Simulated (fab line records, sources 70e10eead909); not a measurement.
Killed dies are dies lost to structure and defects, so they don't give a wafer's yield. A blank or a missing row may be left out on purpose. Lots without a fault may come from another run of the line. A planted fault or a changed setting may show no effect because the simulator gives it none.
fab line records | flow nand_harc
record lots=11 wafers=33 last_day=33
route steps=1302 shown P_GATE@187 P_CONTACT@229
lots that met no fault: from a run of the same line without faults
start_h: hours from the record's first day to the start of the lot's first wafer shown | wait_h: hours since the lot's step before | " the same as in the row above | L1.1+2: a row that stands for several wafers | - no value, or no start given | * or withheld: withheld | < > ~ a bound
route shown NAME@n: a module of which the file shows steps, and the number in the route of the first | usual: mean/standard deviation of fault-free wafers | same: alike in all rows | chamber/n: place in a boat | sites: the reading at each site | _std_site: their standard deviation | _edge_site: outer sites' mean less inner sites' | radius_mm: how far each site lies from the wafer's centre | mask NAME#n: copy n | behind: the tool/chamber that last shaped the wafer | hold: why the lot was held/for how many hours/how that ended | device: the transistor (n, p or np) that didn't switch | end of line: the same wafers' tests at the end of the route | a step without rows: its recipe alone | killed: dies lost to structure and defects at the first sort, not the wafer's yield | map: a wafer's dies, x killed, . not, _ none there
set.NAME: the setting as run; set.NAME@STEP: as run at that earlier step | model.NAME: the simulator's own value behind a step, which no gauge read
steps of the route over a sample of lots; a table a step, a row a wafer
services: from which hour (start_h, from the record's first day; less than 0 if before it) a tool's chamber was out of use, for how many hours, and why
## steps
# step NHARC_P_GATE_DESCUM_61
# recipe time_s=3 o2_flow_sccm=200 ar_flow_sccm=0 bias_power_w=0 chemistry=O2
# usual drypump_motor_current_A=5.6/0.51 oes_product_au=1.002/0.0094 rf_vpp_V=57.2/0.83 showerhead_plenum_p_Torr=1.81/0.036 throttle_valve_pct=11.312/0.0099
# columns lot.wafer tool chamber start_h wait_h drypump_motor_current_A oes_product_au rf_hours_counter_h rf_vpp_V showerhead_plenum_p_Torr throttle_valve_pct
L934.3 rie_diel-05 3 132.53 - 4.8 0.997 4.2 58.4 1.84 11.298
L934.6 " 0 " " 5.3 1.007 - 57.5 1.79 11.321
L934.5 " 1 " " 6.5 1.012 - 58.2 1.84 11.308
L933.1 rie_diel-09 2 133.04 - 5.7 0.997 7.8 57.6 1.86 11.303
L933.6 " 0 " " 5.5 0.994 - 56.9 1.98 11.314
L933.5 " 1 " " 5.7 0.991 - 57.2 1.83 11.315
L935.1 rie_diel-05 3 144.42 - 4.8 0.994 5.6 56.3 1.84 11.318
L935.4 " 0 " " 5.3 1.003 5.5 56.1 1.79 11.332
L935.6 " 1 " " 6.5 1.019 - 57.7 1.84 11.319
L936.4 rie_diel-05 0 149.27 - 5.3 0.985 5.8 57.2 1.79 11.304
L936.1 " 1 " " 6.4 1.003 5.7 55.9 1.84 11.305
L936.5 " 0 " " 5.3 0.989 - 56.5 1.79 11.309
L938.2 rie_diel-08 0 169.52 - 6.0 1.006 8.4 57.2 1.78 11.324
L938.3 " 1 " " 6.1 0.992 8.3 58.4 1.81 11.309
L938.4 " 3 " " 5.4 1.016 7.9 56.2 1.79 11.300
L941.2 rie_diel-05 2 205.40 - 5.2 1.013 8.9 56.1 1.80 11.296
L941.1 " 0 " " 5.3 1.005 8.8 55.9 1.79 11.298
L941.5 " 3 " " 4.8 0.992 - 57.0 1.84 11.302
L943.4 rie_diel-05 3 218.63 - 4.8 0.988 8.4 58.7 1.84 11.306
L943.5 " 0 " " 5.3 0.998 - 56.6 1.79 11.312
L943.6 " 1 " " 6.5 1.012 - 58.4 1.84 11.306
L952.4 rie_diel-05 1 308.91 - 6.4 1.007 3.4 57.8 1.84 11.308
L952.6 " 1 " " 6.4 1.019 - 57.4 1.84 11.311
L952.5 " 2 " " 5.2 1.011 - 58.6 1.80 11.312
L953.2 rie_diel-05 3 321.19 - 4.9 1.003 3.7 57.9 1.84 11.308
L953.1 " 0 " " 5.3 0.999 2.6 57.8 1.79 11.321
L953.4 " 1 " " 6.4 1.007 3.5 56.4 1.84 11.306
L954.3 rie_diel-05 1 341.50 - 6.4 1.007 5.5 57.5 1.83 11.309
L954.4 " 2 " " 5.2 1.006 5.2 57.9 1.80 11.308
L954.5 " 0 " " 5.3 0.997 - 56.2 1.78 11.323
L955.4 rie_diel-08 0 343.67 - 5.9 0.993 7.0 58.0 1.78 11.321
L955.5 " 0 " " 5.9 0.991 - 56.8 1.78 11.314
L955.6 " 1 " " 6.1 0.989 - 57.6 1.81 11.328
# step NHARC_P_GATE_STRIP_113
# recipe power_w=1500 temp_c=110 time_s=740 chemistry=N2/H2
# usual drypump_motor_current_A=6.0/0.64 heater_power_w=86/4.4
# columns lot.wafer tool chamber start_h wait_h drypump_motor_current_A heater_power_w rf_hours_counter_h
L934.3 plasma_asher-01 1 134.83 0.4 5.1 83 -
L934.6 " 1 " " 5.1 84 -
L934.5 " 0 " " 6.2 89 -
L933.1 plasma_asher-02 0 135.22 0.3 6.4 88 10
L933.5 " 1 " " 6.7 93 -
L933.6 " 0 " " 6.4 88 -
L935.1 plasma_asher-02 1 146.94 0.3 6.7 94 13
L935.4 " 0 " " 6.4 87 -
L935.6 " 0 " " 6.4 89 -
L936.1 plasma_asher-01 0 151.35 0.2 6.2 91 28
L936.4 " 0 " " 6.2 92 -
L936.5 " 1 " " 5.0 83 -
L938.2 plasma_asher-01 1 171.47 0.2 5.0 81 33
L938.4 " 1 " " 5.0 83 -
L938.3 " 0 " " 6.2 91 -
L941.2 plasma_asher-01 0 207.53 0.2 6.2 85 5
L941.1 " 1 " " 5.0 83 5
L941.5 " 0 " " 6.2 82 -
L943.4 plasma_asher-01 0 221.03 0.5 6.2 84 -
L943.6 " 1 " " 5.1 79 -
L943.5 " 0 " " 6.2 85 -
L952.4 plasma_asher-02 1 311.35 0.5 6.7 88 -
L952.6 " 0 " " 6.4 89 -
L952.5 " 1 " " 6.7 89 -
L953.2 plasma_asher-02 1 323.29 0.2 6.7 89 14
L953.1 " 0 " " 6.4 89 14
L953.4 " 1 " " 6.7 91 -
L954.3 plasma_asher-01 1 343.90 0.4 5.1 79 -
L954.4 " 0 " " 6.2 84 -
L954.5 " 0 " " 6.2 82 -
L955.4 plasma_asher-02 1 346.00 0.5 6.7 91 -
L955.5 " 0 " " 6.4 86 -
L955.6 " 1 " " 6.7 90 -
# step NHARC_P_CONTACT_EXPOSE_09
# recipe na=1.35 target_cd_nm=90 dose_mj=81.26 mask_id=P_CA
# usual reticle_temp_C=23.02/0.1
# columns lot.wafer tool chamber start_h wait_h mask reticle_temp_C
L934.3 arfi_scanner-03 0 138.75 - P_CA#0 22.89
L934.5 " 0 " " P_CA#0 22.92
L934.6 " 0 " " P_CA#0 22.94
L933.1 arfi_scanner-01 0 139.15 - P_CA#0 23.16
L933.5 " 0 " " P_CA#0 23.18
L933.6 " 0 " " P_CA#0 23.14
L935.1 arfi_scanner-03 0 150.82 - P_CA#0 23.12
L935.4 " 0 " " P_CA#0 23.08
L935.6 " 0 " " P_CA#0 23.12
L936.1 arfi_scanner-02 0 155.35 - P_CA#0 23.01
L936.4 " 0 " " P_CA#0 23.06
L936.5 " 0 " " P_CA#0 22.85
L938.2 arfi_scanner-02 0 175.48 - P_CA#0 23.19
L938.3 " 0 " " P_CA#0 23.03
L938.4 " 0 " " P_CA#0 23.13
L941.1 arfi_scanner-03 0 211.67 - P_CA#0 23.01
L941.2 " 0 " " P_CA#0 22.90
L941.5 " 0 " " P_CA#0 23.01
L943.4 arfi_scanner-03 0 224.77 - P_CA_R1#0 22.90
L943.5 " 0 " " P_CA_R1#0 23.11
L943.6 " 0 " " P_CA_R1#0 22.98
L952.4 arfi_scanner-03 0 315.29 - P_CA#0 22.94
L952.5 " 0 " " P_CA#0 22.90
L952.6 " 0 " " P_CA#0 22.99
L953.1 arfi_scanner-01 0 327.30 - P_CA#0 22.92
L953.2 " 0 " " P_CA#0 23.17
L953.4 " 0 " " P_CA#0 22.94
L954.3 arfi_scanner-02 0 347.69 - P_CA#0 22.90
L954.4 " 0 " " P_CA#0 23.15
L954.5 " 0 " " P_CA#0 23.01
L955.4 arfi_scanner-03 0 349.67 - P_CA#0 23.19
L955.5 " 0 " " P_CA#0 23.00
L955.6 " 0 " " P_CA#0 23.13
# step NHARC_P_CONTACT_CD_MEAS_12
# recipe target_cd_nm=90 landing_energy_ev=500
# usual cd_nm=90.2/0.62
# columns lot.wafer tool chamber start_h wait_h cd_nm
L934.3 cd_sem-03 0 138.89 - 89.0
L934.5 " 0 " " 89.9
L934.6 " 0 " " 89.2
L933.1 cd_sem-02 0 139.28 - 89.7
L933.5 " 0 " " 89.6
L933.6 " 0 " " 90.5
L935.1 cd_sem-01 0 150.96 - 90.5
L935.4 " 0 " " 90.9
L935.6 " 0 " " 90.1
L936.1 cd_sem-02 0 155.49 - 90.1
L936.4 " 0 " " 90.0
L936.5 " 0 " " 88.9
L938.2 cd_sem-02 0 175.62 - 89.8
L938.3 " 0 " " 90.5
L938.4 " 0 " " 91.6
L941.1 cd_sem-01 0 211.81 - 90.1
L941.2 " 0 " " 89.1
L941.5 " 0 " " 90.3
L943.4 cd_sem-03 0 224.91 - 95.6
L943.5 " 0 " " 95.3
L943.6 " 0 " " 95.8
L952.4 cd_sem-02 0 315.43 - 90.1
L952.5 " 0 " " 90.6
L952.6 " 0 " " 90.7
L953.1 cd_sem-03 0 327.44 - 90.1
L953.2 " 0 " " 90.5
L953.4 " 0 " " 90.7
L954.3 cd_sem-03 0 347.83 - 90.8
L954.4 " 0 " " 91.1
L954.5 " 0 " " 90.8
L955.4 cd_sem-01 0 349.80 - 90.9
L955.5 " 0 " " 91.0
L955.6 " 0 " " 90.3
# step NHARC_P_CONTACT_ETCH_31
# recipe target_depth_a=300 time_s=85.7 ion_energy_ev=120 over_etch_frac=1 ch3f_flow_sccm=50 o2_flow_sccm=30 ar_flow_sccm=200 rf_w=500 bias_w=100 chemistry=CH3F/O2
# usual drypump_motor_current_A=5.7/0.51 oes_product_au=0.980/0.014 rf_vpp_V=244.5/1.7 showerhead_plenum_p_Torr=2.47/0.1 throttle_valve_pct=20.664/0.0093
# columns lot.wafer tool chamber start_h wait_h drypump_motor_current_A oes_product_au rf_hours_counter_h rf_vpp_V showerhead_plenum_p_Torr throttle_valve_pct
L934.3 rie_diel-12 2 - - 6.4 0.979 1.0 245.8 2.47 20.666
L934.5 " 1 " " 5.1 0.981 - 246.2 2.54 20.661
L934.6 " 2 " " 6.4 0.987 - 243.4 2.47 20.648
L933.1 rie_diel-04 1 - - 5.8 0.979 5.6 245.3 2.60 20.661
L933.6 " 2 " " 5.5 0.993 - 244.5 2.45 20.663
L933.5 " 3 " " 5.8 0.999 - 245.3 2.59 20.660
L935.1 rie_diel-04 1 - - 5.7 0.996 6.8 246.5 2.60 20.649
L935.4 " 3 " " 5.8 0.996 9.9 246.4 2.59 20.669
L935.6 " 1 " " 5.7 0.987 - 245.2 2.60 20.668
L936.1 rie_diel-13 3 - - 5.3 0.968 3.9 243.5 2.41 20.655
L936.4 " 0 " " 5.4 0.967 4.3 241.1 2.31 20.687
L936.5 " 2 " " 5.0 0.990 - 242.5 2.31 20.675
L938.3 rie_diel-04 1 - - 5.7 0.984 7.9 246.9 2.60 20.647
L938.4 " 3 " " 5.7 0.979 11.3 245.6 2.59 20.656
L938.2 " 0 " " 6.5 0.965 11.2 246.0 2.57 20.660
L941.1 rie_diel-13 0 - - 5.4 0.968 0.7 241.3 2.31 20.658
L941.2 " 3 " " 5.4 0.960 0.8 243.4 2.40 20.644
L941.5 " 0 " " 5.3 0.969 - 241.8 2.31 20.665
L943.4 rie_diel-04 3 - - 5.7 0.968 1.5 247.2 2.59 20.664
L943.6 " 1 " " 5.7 1.005 - 246.7 2.60 20.655
L943.5 " 2 " " 5.5 0.991 - 246.5 2.45 20.654
L952.6 rie_diel-12 0 - - 6.3 0.985 - 244.2 2.33 20.645
L952.5 " 1 " " 5.1 0.981 - 244.6 2.53 20.682
L952.4 " 2 " " 6.4 0.987 - 244.4 2.47 20.665
L953.1 rie_diel-12 0 - - 6.3 0.961 2.0 242.3 2.33 20.670
L953.2 " 1 " " 5.1 0.967 2.1 246.1 2.53 20.679
L953.4 " 3 " " 5.2 0.947 1.5 241.4 2.41 20.670
L954.4 rie_diel-04 2 - - 5.5 1.002 8.1 244.2 2.45 20.674
L954.3 " 3 " " 5.7 0.973 7.3 245.6 2.59 20.665
L954.5 " 1 " " 5.8 0.989 - 245.6 2.59 20.665
L955.4 rie_diel-04 2 - - 5.5 1.014 8.6 243.8 2.45 20.647
L955.5 " 1 " " 5.7 0.989 - 244.7 2.59 20.658
L955.6 " 2 " " 5.5 1.012 - 244.3 2.45 20.655
# step NHARC_P_CONTACT_CD_MEAS_19
# usual cd_nm=89.6/1.3
# columns lot.wafer tool chamber start_h wait_h cd_nm
L934.3 cd_sem-03 - 139.94 - 89.6
L934.5 " - " " 90.6
L934.6 " - " " 87.6
L933.1 cd_sem-02 - 140.40 - 89.1
L933.5 " - " " 89.9
L933.6 " - " " 90.5
L935.1 cd_sem-02 - 152.02 - 88.5
L935.4 " - " " 93.3
L935.6 " - " " 88.5
L936.1 cd_sem-01 - 156.55 - 91.3
L936.4 " - " " 89.1
L936.5 " - " " 88.8
L938.2 cd_sem-03 - 176.68 - 89.3
L938.3 " - " " 90.3
L938.4 " - " " 93.5
L941.1 cd_sem-02 - 212.86 - 91.7
L941.2 " - " " 90.1
L941.5 " - " " 89.3
L943.4 cd_sem-02 - 225.96 - 93.0
L943.5 " - " " 94.0
L943.6 " - " " 93.9
L952.4 cd_sem-03 - 316.63 - 88.1
L952.5 " - " " 90.7
L952.6 " - " " 90.4
L953.1 cd_sem-03 - 328.50 - 89.8
L953.2 " - " " 88.4
L953.4 " - " " 88.1
L954.3 cd_sem-02 - 348.89 - 90.7
L954.4 " - " " 91.4
L954.5 " - " " 90.3
L955.4 cd_sem-03 - 350.86 - 90.2
L955.5 " - " " 91.4
L955.6 " - " " 90.2
## services
# columns tool chamber start_h hours kind
rie_diel-05 - 127.85 3.1 repair
arfi_scanner-02 - 140.00 4.0 pm
rie_diel-04 - 161.75 1.0 repair
plasma_asher-01 - 172.25 9.0 pm
rie_diel-04 - 177.90 9.0 pm
rie_diel-05 3 181.98 7.8 repair
rie_diel-12 3 195.55 11.0 repair
arfi_scanner-03 - 196.00 4.0 pm
plasma_asher-02 - 209.43 2.7 repair
rie_diel-04 - 219.88 0.2 repair
rie_diel-05 3 219.98 10.7 repair
arfi_scanner-02 - 222.93 0.7 repair
rie_diel-05 - 229.66 9.0 pm
rie_diel-12 - 230.63 4.2 repair
rie_diel-05 2 246.64 15.6 repair
plasma_asher-02 - 249.00 9.0 pm
rie_diel-12 - 268.42 9.0 pm
rie_diel-04 3 274.83 8.4 repair
arfi_scanner-02 - 277.40 1.4 repair
rie_diel-05 0 278.54 11.5 repair
plasma_asher-01 - 307.45 13.0 repair
arfi_scanner-02 - 312.00 4.0 pm
rie_diel-12 3 313.86 5.0 repair
plasma_asher-01 - 349.32 9.0 pm
## key
first_sign step=NHARC_P_CONTACT_EXPOSE_09 reading=mask direction=changed
effect step=NHARC_P_CONTACT_CD_MEAS_12 reading=cd_nm direction=up sigmas=8.6 usual=90.2 struck=95.5
effect step=NHARC_P_CONTACT_CD_MEAS_19 reading=cd_nm direction=up sigmas=3.1 usual=89.6 struck=93.6
met_at NHARC_P_CONTACT_EXPOSE_09
struck_lots L943
tester_left_out L943
not_acting_at NHARC_P_GATE_DESCUM_61,NHARC_P_GATE_STRIP_113,NHARC_P_CONTACT_ETCH_31
onset_between 211.67 224.77
fault kind=wrong_mask tool=any chamber=- onset_h=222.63 steps=NHARC_P_CONTACT_EXPOSE_09 aux_copy=P_CA_R1#0 cd_offset_nm=5.5518 scope=struck_lots_only
# tester_left_out: of these lots the tester's yield and bins aren't shown, on N5 and GAA mostly nor the transistor test; their killed dies are dies lost to structure and defects alone, not to doping, threshold or leakage, so they don't give the yield
